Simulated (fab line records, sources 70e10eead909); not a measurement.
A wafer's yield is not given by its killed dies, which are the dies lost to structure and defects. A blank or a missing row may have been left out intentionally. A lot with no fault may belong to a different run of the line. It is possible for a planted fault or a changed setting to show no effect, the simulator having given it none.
Which tool was responsible? + flow nand_harc + 12 lots with 36 wafers sampled at 5 steps, on a route of 1302 steps

## WHAT THE GAUGES SHOWED, per wafer
NHARC_A_DECK1_JOINT_THK_MEAS_14: measures by ellipsometry.
| lot  | measured     | on            | thk_nm (nm)    |
|------|--------------|---------------|----------------|
| L223 | day 12 09:52 | film_metro-02 | 51.3 52.8 53.4 |
| L224 | day 12 16:38 | film_metro-02 | 50.3 50.5 50.3 |
| L225 | day 13 04:03 | film_metro-02 | 51.3 52.7 49.1 |
| L227 | day 14 00:32 | film_metro-02 | 53.1 51.0 52.2 |
| L228 | day 14 11:53 | film_metro-02 | 51.3 50.7 49.7 |
| L231 | day 15 18:20 | film_metro-02 | 50.0 51.5 50.4 |
| L232 | day 16 01:53 | film_metro-02 | 48.9 51.6 49.4 |
| L233 | day 16 08:05 | film_metro-01 | 50.5 48.1 50.4 |
| L235 | day 17 10:38 | film_metro-01 | 50.1 50.3 51.6 |
| L236 | day 17 10:38 | film_metro-02 | 51.4 53.1 53.3 |
| L238 | day 18 10:47 | film_metro-01 | 54.0 50.8 50.6 |
| L244 | day 20 19:46 | film_metro-02 | 48.8 51.7 49.1 |

NHARC_END_SORT_01.
| lot  | measured     | on        | killed_at_array | killed_at_other | killed_at_periphery | killed_dies | killed_open | killed_short |
|------|--------------|-----------|-----------------|-----------------|---------------------|-------------|-------------|--------------|
| L235 | day 31 05:52 | prober-01 | 81              | 0               | 4                   | 85          | 6           | 5            |

## TOOL THAT RAN EACH LOT (tool first, then ch and the chambers of the sampled wafers, then the start)
| lot  | NHARC_A_CHANNEL_FILL_D1_ALD_15                 | NHARC_A_CHANNEL_FILL_D1_ETCHBACK_20 | NHARC_A_DECK1_JOINT_ETCHBACK_00  |
|------|------------------------------------------------|-------------------------------------|----------------------------------|
| L223 | ald_sin_batch-03 ch 0, day 10 21:23 or earlier | rie_diel-13 ch 1,3, day 10 21:23    | rie_si-04 ch 0,1,2, day 12 10:02 |
| L224 | ald_sin_batch-03 ch 0, day 11 01:58 or earlier | rie_diel-13 ch 0,1, day 11 01:58    | rie_si-03 ch 1,2, day 12 16:48   |
| L225 | ald_sin_batch-03 ch 0, day 11 15:16 or earlier | rie_diel-10 ch 0,1,2, day 11 15:16  | rie_si-03 ch 0,1,2, day 13 04:11 |
| L227 | ald_sin_batch-02 ch 0, day 12 14:08 or earlier | rie_diel-10 ch 1,2, day 12 14:08    | rie_si-04 ch 0,3, day 14 00:39   |
| L228 | ald_sin_batch-03 ch 0, day 13 00:40 or earlier | rie_diel-10 ch 1,2,3, day 13 00:40  | rie_si-03 ch 0,1,2, day 14 12:01 |
| L231 | ald_sin_batch-03 ch 0, day 14 04:28 or earlier | rie_diel-13 ch 1,2, day 14 04:28    | rie_si-05 ch 1,2, day 15 18:28   |
| L232 | ald_sin_batch-01 ch 0, day 14 11:10 or earlier | rie_diel-10 ch 0,1,2, day 14 11:10  | rie_si-05 ch 0,2,3, day 16 02:01 |
| L233 | ald_sin_batch-02 ch 0, day 14 21:52 or earlier | rie_diel-10 ch 0,1,2, day 14 21:52  | rie_si-03 ch 0,1,2, day 16 08:14 |
| L235 | ald_sin_batch-02 ch 0, day 16 00:16 or earlier | rie_diel-13 ch 0,2,3, day 16 00:16  | rie_si-04 ch 2,3, day 17 10:47   |
| L236 | ald_sin_batch-02 ch 0, day 16 00:16 or earlier | rie_diel-10 ch 0,1, day 16 00:16    | rie_si-05 ch 0,2, day 17 10:46   |
| L238 | ald_sin_batch-02 ch 0, day 16 21:33 or earlier | rie_diel-05 ch 0,2,3, day 16 21:33  | rie_si-05 ch 0,2,3, day 18 10:55 |
| L244 | ald_sin_batch-01 ch 0, day 18 17:12            | rie_diel-13 ch 0,2,3, day 19 07:14  | rie_si-03 ch 1,2,3, day 20 19:53 |
- NHARC_A_CHANNEL_FILL_D1_ALD_15: deposits SiNx, target thk 2 nm, pulse time 60 s, ald cycles 19.
- NHARC_A_CHANNEL_FILL_D1_ETCHBACK_20: etches the open film in C4F8/O2/Ar, target depth 27 nm, time 13.5 s.
- NHARC_A_DECK1_JOINT_ETCHBACK_00: etches the open film in HBr, target depth 30 nm, time 17.4 s.

## AS READ BY THE TOOLS THEMSELVES (means over the sampled wafers that have a number; for cases with no such wafer, the mark the record gives instead)
NHARC_A_CHANNEL_FILL_D1_ALD_15.
| lot  | tool             | precursor_pulse_height_rel |
|------|------------------|----------------------------|
| L223 | ald_sin_batch-03 | 1.001                      |
| L224 | ald_sin_batch-03 | 1.020                      |
| L225 | ald_sin_batch-03 | 1.000                      |
| L227 | ald_sin_batch-02 | 0.995                      |
| L228 | ald_sin_batch-03 | 1.005                      |
| L231 | ald_sin_batch-03 | 1.012                      |
| L232 | ald_sin_batch-01 | 0.995                      |
| L233 | ald_sin_batch-02 | 0.999                      |
| L235 | ald_sin_batch-02 | 0.983                      |
| L236 | ald_sin_batch-02 | 0.976                      |
| L238 | ald_sin_batch-02 | 1.009                      |
| L244 | ald_sin_batch-01 | 0.988                      |

NHARC_A_CHANNEL_FILL_D1_ETCHBACK_20.
| lot  | tool        | bias_w (W) | chamber_pressure_mTorr (mTorr) | oes_product_au (a.u.) | rf_vpp_V (V) |
|------|-------------|------------|--------------------------------|-----------------------|--------------|
| L223 | rie_diel-13 | 1505       | 24.990                         | 1.00                  | 971          |
| L224 | rie_diel-13 | 1498       | 25.023                         | 1.00                  | 972          |
| L225 | rie_diel-10 | 1500       | 25.009                         | 1.01                  | 978          |
| L227 | rie_diel-10 | 1503       | 24.991                         | 0.96                  | 979          |
| L228 | rie_diel-10 | 1502       | 24.999                         | 1.00                  | 978          |
| L231 | rie_diel-13 | 1498       | 25.005                         | 0.99                  | 975          |
| L232 | rie_diel-10 | 1500       | 24.985                         | 1.00                  | 978          |
| L233 | rie_diel-10 | 1502       | 25.011                         | 1.00                  | 977          |
| L235 | rie_diel-13 | 1495       | 25.026                         | 1.01                  | 974          |
| L236 | rie_diel-10 | 1499       | 25.001                         | 0.98                  | 974          |
| L238 | rie_diel-05 | 1498       | 24.996                         | 0.93                  | 978          |
| L244 | rie_diel-13 | 1502       | 24.982                         | 1.00                  | 974          |

NHARC_A_DECK1_JOINT_ETCHBACK_00.
| lot  | tool      | bias_w (W) | chamber_pressure_mTorr (mTorr) | drypump_motor_current_A (A) | oes_product_au (a.u.) | throttle_valve_pct (%) |
|------|-----------|------------|--------------------------------|-----------------------------|-----------------------|------------------------|
| L223 | rie_si-04 | 60.05      | 14.985                         | 5.5                         | 1.003                 | 23.278                 |
| L224 | rie_si-03 | 59.81      | 15.000                         | 6.1                         | 0.997                 | 23.277                 |
| L225 | rie_si-03 | 59.96      | 15.005                         | 6.0                         | 1.005                 | 23.261                 |
| L227 | rie_si-04 | 60.01      | 15.010                         | 5.3                         | 1.000                 | 23.269                 |
| L228 | rie_si-03 | 60.16      | 15.007                         | 5.9                         | 1.003                 | 23.257                 |
| L231 | rie_si-05 | 60.01      | 14.986                         | 5.5                         | 1.005                 | 23.279                 |
| L232 | rie_si-05 | 59.90      | 15.008                         | 5.4                         | 1.004                 | 23.261                 |
| L233 | rie_si-03 | 60.10      | 14.990                         | 5.9                         | 1.001                 | 23.261                 |
| L235 | rie_si-04 | -          | -                              | -                           | -                     | -                      |
| L236 | rie_si-05 | -          | -                              | -                           | -                     | -                      |
| L238 | rie_si-05 | 60.09      | 14.991                         | 5.4                         | 1.008                 | 23.274                 |
| L244 | rie_si-03 | 59.97      | 14.996                         | 6.1                         | 1.003                 | 23.268                 |

## THE ANSWER, worked out from the rows above alone
Rule: usual is defined by the lots themselves. The widest of any qualifying gaps counts: lots, ordered by their means at a reading, are off when they make up no more than a third of the lots, leave a main group of 4 or more, and stand apart from it by 3 or more times the standard deviation of that group's means. A main group is skipped when, at the precision printed for the reading in the tables above, its means are all equal. A lot without any number at a reading at which 4 lots or more have one is off too. All remaining lots with rows at the step are treated as sound. First the gauges in route order, then the tools' own readings, where a lot's mean is used as printed above. At the first step where some lot is off, the reading lying furthest off is the one used; lots without a number count as furthest.
Off: L235, L236 (NHARC_A_DECK1_JOINT_ETCHBACK_00, bias_w). Without a number there: L235, L236. The main group: mean 60.01 W, standard deviation 0.097.
If a tool, at that step or one of the process steps before it, ran each lot that is off and ran no sound lot following the first of them, it fits. NHARC_A_CHANNEL_FILL_D1_ALD_15 gives no start for some lots, so the hours and the order of its lots are those of NHARC_A_CHANNEL_FILL_D1_ETCHBACK_20. None of those tried fits.

## WHAT THE SIMULATOR HAD PUT IN
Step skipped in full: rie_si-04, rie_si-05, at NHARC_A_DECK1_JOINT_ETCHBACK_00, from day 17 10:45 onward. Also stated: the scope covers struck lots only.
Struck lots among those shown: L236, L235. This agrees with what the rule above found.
